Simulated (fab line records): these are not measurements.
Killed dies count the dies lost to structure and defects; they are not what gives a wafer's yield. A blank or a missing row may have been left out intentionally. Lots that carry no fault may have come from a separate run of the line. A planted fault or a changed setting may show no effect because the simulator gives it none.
Which tool was responsible?	flow n5_finfet	22 lots with 66 wafers sampled at 5 steps, on a route of 1938 steps

== WHAT EACH GAUGE READ, for each wafer ==
N5_BEOL_M9_OVL_MEAS_12.
lot	measured	on	M9_OVL (nm)
L074	day 9 19:01	overlay-02	0.2 -1.1 0.0
L077	day 9 19:32	overlay-01	-0.4 -0.7 -1.0
L076	day 10 01:22	overlay-02	-0.5 -1.1 -0.2
L079	day 10 21:26	overlay-02	-0.5 -1.8 -1.3
L080	day 10 21:28	overlay-01	0.6 -0.7 -0.4
L078	day 11 00:16	overlay-02	0.7 0.0 0.3
L081	day 11 06:58	overlay-01	0.7 -0.5 -0.4
L082	day 11 11:44	overlay-01	-0.2 -0.9 -0.2
L083	day 11 11:53	overlay-02	0.6 0.3 1.0
L084	day 11 21:07	overlay-02	-0.2 -0.6 0.1
L086	day 12 14:18	overlay-01	-0.6 -0.4 -0.5
L087	day 12 21:59	overlay-01	-0.8 -0.4 0.4
L088	day 13 04:59	overlay-02	0.0 -0.4 -0.7
L090	day 13 05:09	overlay-02	-1.3 -1.1 -1.4
L089	day 13 14:01	overlay-01	0.7 0.8 0.5
L091	day 13 14:20	overlay-02	0.1 -1.3 0.1
L092	day 14 00:58	overlay-01	0.4 -0.2 0.0
L093	day 14 12:49	overlay-01	-1.0 -0.3 -1.6
L094	day 14 16:35	overlay-01	-1.5 -0.9 -1.9
L095	day 14 17:04	overlay-01	0.0 -0.4 -0.5
L096	day 15 04:56	overlay-01	0.1 0.2 0.2
L097	day 15 09:43	overlay-01	0.7 0.3 1.0

== EACH LOT AND THE TOOL THAT RAN IT (in order: tool; ch and the chambers of the sampled wafers; start) ==
lot	N5_BEOL_M8_STRIP_36	N5_BEOL_M8_STRIP_80	N5_BEOL_M8_ANNEAL_51	N5_BEOL_M8_CMP_52
L074	rie_diel-02 ch 2,3, day 9 11:42	rie_diel-02 ch 2,3, day 9 13:48 or earlier	rtp_anneal-01 ch 0, day 9 13:48	cmp-04 ch 2,3, day 9 14:04
L077	rie_diel-02 ch 1,2, day 9 13:03	rie_diel-02 ch 1,2, day 9 15:11 or earlier	rtp_anneal-02 ch 0, day 9 15:11	cmp-02 ch 0,2, day 9 15:29
L076	rie_diel-02 ch 0,2,3, day 9 19:57	rie_diel-02 ch 0,2,3, day 9 22:03 or earlier	rtp_anneal-01 ch 0, day 9 22:03	cmp-02 ch 0,3, day 9 22:20
L079	rie_diel-06 ch 1,2,3, day 10 16:19	rie_diel-06 ch 1,2,3, day 10 18:35 or earlier	rtp_anneal-02 ch 0, day 10 18:35	cmp-03 ch 0,1, day 10 18:53
L080	rie_diel-04 ch 0,1,3, day 10 16:59	rie_diel-04 ch 0,1,3, day 10 18:38 or earlier	rtp_anneal-01 ch 0, day 10 18:38	cmp-04 ch 0,3, day 10 18:56
L078	rie_diel-06 ch 0,2,3, day 10 20:07	rie_diel-06 ch 0,2,3, day 10 22:07 or earlier	rtp_anneal-02 ch 0, day 10 22:07	cmp-02 ch 0,2,3, day 10 22:25
L081	rie_diel-04 ch 1,3, day 10 22:55	rie_diel-04 ch 1,3, day 11 02:23 or earlier	rtp_anneal-02 ch 0, day 11 02:23	cmp-02 ch 0,3, day 11 02:43
L082	rie_diel-06 ch 1,2, day 11 06:18	rie_diel-06 ch 1,2, day 11 08:08 or earlier	rtp_anneal-02 ch 0, day 11 08:08	cmp-04 ch 0,2, day 11 08:28
L083	rie_diel-02 ch 0,2,3, day 11 06:20	rie_diel-02 ch 0,2,3, day 11 08:26 or earlier	rtp_anneal-01 ch 0, day 11 08:26	cmp-04 ch 1,2,3, day 11 08:44
L084	rie_diel-06 ch 1,2, day 11 14:47	rie_diel-06 ch 1,2, day 11 18:33 or earlier	rtp_anneal-01 ch 0, day 11 18:33	cmp-02 ch 0,2,3, day 11 18:52
L086	rie_diel-04 ch 1,2,3, day 12 08:37	rie_diel-04 ch 1,2,3, day 12 11:29 or earlier	rtp_anneal-02 ch 0, day 12 11:29	cmp-02 ch 1,2,3, day 12 11:47
L087	rie_diel-04 ch 2,3, day 12 16:53	rie_diel-04 ch 2,3, day 12 19:40 or earlier	rtp_anneal-02 ch 0, day 12 19:40	cmp-02 ch 0,2,3, day 12 20:04
L088	rie_diel-04 ch 1,2,3, day 12 23:28	rie_diel-04 ch 1,2,3, day 13 01:29 or earlier	rtp_anneal-02 ch 0, day 13 01:29	cmp-02 ch 2,3, day 13 01:47
L090	rie_diel-04 ch 0,2,3, day 12 23:55	rie_diel-04 ch 0,2,3, day 13 02:10 or earlier	rtp_anneal-02 ch 0, day 13 02:10	cmp-03 ch 1,2,3, day 13 02:32
L089	rie_diel-02 ch 0,3, day 13 07:55	rie_diel-02 ch 0,3, day 13 10:16 or earlier	rtp_anneal-01 ch 0, day 13 10:16	cmp-02 ch 0,1,3, day 13 10:35
L091	rie_diel-06 ch 2,3, day 13 08:54	rie_diel-06 ch 2,3, day 13 11:01 or earlier	rtp_anneal-01 ch 0, day 13 11:01	cmp-03 ch 0,2,3, day 13 11:17
L092	rie_diel-02 ch 0,3, day 13 19:41	rie_diel-02 ch 0,3, day 13 21:44 or earlier	rtp_anneal-02 ch 0, day 13 21:44	cmp-03 ch 0,1,3, day 13 22:07
L093	rie_diel-02 ch 1,2,3, day 14 06:15	rie_diel-02 ch 1,2,3, day 14 08:41 or earlier	rtp_anneal-01 ch 0, day 14 08:41	cmp-03 ch 0,3, day 14 09:11
L094	rie_diel-04 ch 0,1,3, day 14 08:30	rie_diel-04 ch 0,1,3, day 14 12:32 or earlier	rtp_anneal-01 ch 0, day 14 12:32	cmp-04 ch 0,1,2, day 14 12:47
L095	rie_diel-02 ch 0,1,3, day 14 11:28	rie_diel-02 ch 0,1,3, day 14 14:03 or earlier	rtp_anneal-01 ch 0, day 14 14:03	cmp-02 ch 1,2,3, day 14 14:21
L096	rie_diel-06 ch 0,2, day 14 22:50	rie_diel-06 ch 0,2, day 15 01:26 or earlier	rtp_anneal-01 ch 0, day 15 01:26	cmp-02 ch 0,2, day 15 01:56
L097	rie_diel-04 ch 0,1,2, day 15 02:15	rie_diel-04 ch 0,1,2, day 15 05:35 or earlier	rtp_anneal-02 ch 0, day 15 05:35	cmp-03 ch 1,3, day 15 05:55
- N5_BEOL_M8_STRIP_36: strips in N2/H2.
- N5_BEOL_M8_STRIP_80: strips in N2/H2, time 10 s.
- N5_BEOL_M8_ANNEAL_51: time 90 s.
- N5_BEOL_M8_CMP_52: polishes, stops on SiCOH lowk, t overpolish 6.9 s, target thk 80 nm.

== WHAT THE TOOLS THEMSELVES READ (means of the sampled wafers that have a number; where no wafer has one, the mark that the record gives instead) ==
N5_BEOL_M8_STRIP_36.
lot	tool	drypump_motor_current_A (A)	oes_product_au (a.u.)	rf_vpp_V (V)	showerhead_plenum_p_Torr (Torr)	throttle_valve_pct (%)
L074	rie_diel-02	6.0	0.78	59.2	2.55	24.0
L077	rie_diel-02	6.2	0.77	58.9	2.59	23.8
L076	rie_diel-02	5.6	0.78	59.5	2.52	23.9
L079	rie_diel-06	5.5	0.73	57.9	2.54	23.8
L080	rie_diel-04	6.1	0.89	60.0	2.55	23.5
L078	rie_diel-06	5.9	0.76	58.6	2.47	23.6
L081	rie_diel-04	6.0	0.85	59.4	2.62	23.6
L082	rie_diel-06	5.8	0.71	60.5	2.49	23.6
L083	rie_diel-02	5.6	0.77	56.7	2.52	23.9
L084	rie_diel-06	5.8	0.72	60.0	2.57	23.9
L086	rie_diel-04	5.9	0.83	58.2	2.53	23.7
L087	rie_diel-04	5.9	0.79	60.4	2.52	23.7
L088	rie_diel-04	5.9	0.82	60.1	2.53	23.7
L090	rie_diel-04	6.1	0.83	58.8	2.53	23.6
L089	rie_diel-02	5.2	0.91	60.4	2.49	23.9
L091	rie_diel-06	5.6	0.71	57.8	2.46	23.6
L092	rie_diel-02	5.2	0.86	59.4	2.48	23.8
L093	rie_diel-02	5.7	0.88	59.1	2.55	23.9
L094	rie_diel-04	6.1	0.84	57.4	2.53	23.5
L095	rie_diel-02	5.3	0.89	59.8	2.53	23.8
L096	rie_diel-06	6.5	0.71	59.4	2.42	23.3
L097	rie_diel-04	6.1	0.83	59.5	2.46	23.6

N5_BEOL_M8_STRIP_80.
lot	tool	drypump_motor_current_A (A)	oes_product_au (a.u.)	rf_vpp_V (V)	showerhead_plenum_p_Torr (Torr)	throttle_valve_pct (%)
L074	rie_diel-02	6.0	0.77	59.2	2.55	24.0
L077	rie_diel-02	6.2	0.78	59.1	2.59	23.9
L076	rie_diel-02	5.6	0.78	58.9	2.52	23.9
L079	rie_diel-06	5.5	0.75	58.7	2.54	23.8
L080	rie_diel-04	6.2	0.89	59.8	2.55	23.5
L078	rie_diel-06	5.9	0.76	59.3	2.47	23.6
L081	rie_diel-04	6.0	0.85	59.8	2.62	23.6
L082	rie_diel-06	5.9	0.72	59.0	2.49	23.6
L083	rie_diel-02	5.6	0.77	59.3	2.52	23.9
L084	rie_diel-06	5.8	0.71	59.9	2.57	23.9
L086	rie_diel-04	5.9	0.83	58.9	2.53	23.7
L087	rie_diel-04	5.9	0.79	58.6	2.52	23.7
L088	rie_diel-04	5.9	0.82	58.5	2.53	23.7
L090	rie_diel-04	6.1	0.83	59.7	2.53	23.6
L089	rie_diel-02	5.2	0.91	58.5	2.49	23.9
L091	rie_diel-06	5.6	0.72	59.9	2.46	23.6
L092	rie_diel-02	5.2	0.85	59.3	2.48	23.8
L093	rie_diel-02	5.7	0.88	59.5	2.55	23.9
L094	rie_diel-04	6.1	0.84	59.2	2.53	23.5
L095	rie_diel-02	5.3	0.90	59.3	2.53	23.8
L096	rie_diel-06	6.5	0.71	58.2	2.42	23.3
L097	rie_diel-04	6.1	0.83	59.0	2.46	23.6

N5_BEOL_M8_ANNEAL_51.
lot	tool	anneal_temp_c (C)	wafer_temp_C_max
L074	rtp_anneal-01	224.92	225.95
L077	rtp_anneal-02	225.16	226.13
L076	rtp_anneal-01	224.83	226.08
L079	rtp_anneal-02	225.21	225.95
L080	rtp_anneal-01	225.05	226.03
L078	rtp_anneal-02	225.10	225.63
L081	rtp_anneal-02	224.88	225.90
L082	rtp_anneal-02	225.01	225.68
L083	rtp_anneal-01	224.86	225.80
L084	rtp_anneal-01	224.97	225.82
L086	rtp_anneal-02	224.89	225.68
L087	rtp_anneal-02	225.03	225.89
L088	rtp_anneal-02	224.86	225.95
L090	rtp_anneal-02	224.87	225.91
L089	rtp_anneal-01	225.09	225.63
L091	rtp_anneal-01	224.81	225.78
L092	rtp_anneal-02	225.04	226.07
L093	rtp_anneal-01	225.03	225.53
L094	rtp_anneal-01	224.99	225.94
L095	rtp_anneal-01	225.02	225.95
L096	rtp_anneal-01	224.97	225.75
L097	rtp_anneal-02	224.97	225.75

N5_BEOL_M8_CMP_52.
lot	tool	barrier_field_endpoint_s (s)	clearing_platen_rpm (rpm)	edge_zone_pressure_frac	motor_current_A (A)	overpolish_run_s (s)	time_to_endpoint_s (s)
L074	cmp-04	29.1	49.982	1.000	6.7	6.904	64.1
L077	cmp-02	28.3	49.990	1.006	5.6	6.906	61.4
L076	cmp-02	28.6	49.995	0.994	6.3	6.908	60.5
L079	cmp-03	29.9	50.014	0.998	5.9	6.895	63.8
L080	cmp-04	28.9	50.000	0.997	6.3	6.907	62.7
L078	cmp-02	28.6	49.987	1.001	5.9	6.898	61.9
L081	cmp-02	29.0	49.999	0.999	6.1	6.904	59.9
L082	cmp-04	28.6	49.985	1.000	6.4	6.898	61.1
L083	cmp-04	28.9	50.030	1.000	6.9	6.903	62.5
L084	cmp-02	29.3	49.980	1.000	5.8	6.900	61.3
L086	cmp-02	28.4	50.021	1.000	5.8	6.906	61.5
L087	cmp-02	28.9	49.983	1.001	5.7	6.898	60.4
L088	cmp-02	29.3	49.998	1.006	5.9	6.895	64.0
L090	cmp-03	29.4	50.006	1.003	6.1	6.895	64.7
L089	cmp-02	28.0	49.990	1.001	5.8	6.901	59.5
L091	cmp-03	29.4	49.983	1.005	6.0	6.899	66.0
L092	cmp-03	28.9	50.012	1.002	5.9	6.898	62.2
L093	cmp-03	29.4	50.002	1.001	6.2	6.894	63.8
L094	cmp-04	29.5	49.987	1.002	7.1	6.899	64.6
L095	cmp-02	29.1	49.975	0.999	6.0	6.889	64.4
L096	cmp-02	28.6	50.005	0.999	5.8	6.897	60.8
L097	cmp-03	29.5	50.012	0.994	6.7	6.904	64.9

== THE ANSWER, worked out from the rows above alone ==
Rule: what is usual is taken from the lots themselves. The widest of any qualifying gaps counts: lots, ordered by their means at a reading, are off when they make up no more than a third of the lots, leave a main group of 4 or more, and stand apart from it by 3 or more times the standard deviation of that group's means. Not used: any main group whose means are identical at the precision the tables above print for the reading. A lot without any number at a reading at which 4 lots or more have one is off too. Where the step has rows for the other lots, those lots are counted as sound. Order of review: gauges by route order, followed by the tools' own readings, for which a lot's mean as printed above is used. At the first step where some lot is off, the reading lying furthest off is the one used; lots without a number count as furthest.
Across all readings shown, no lot is off: no conclusion can be drawn from this.

== WHAT THE SIMULATOR HAD PUT IN ==
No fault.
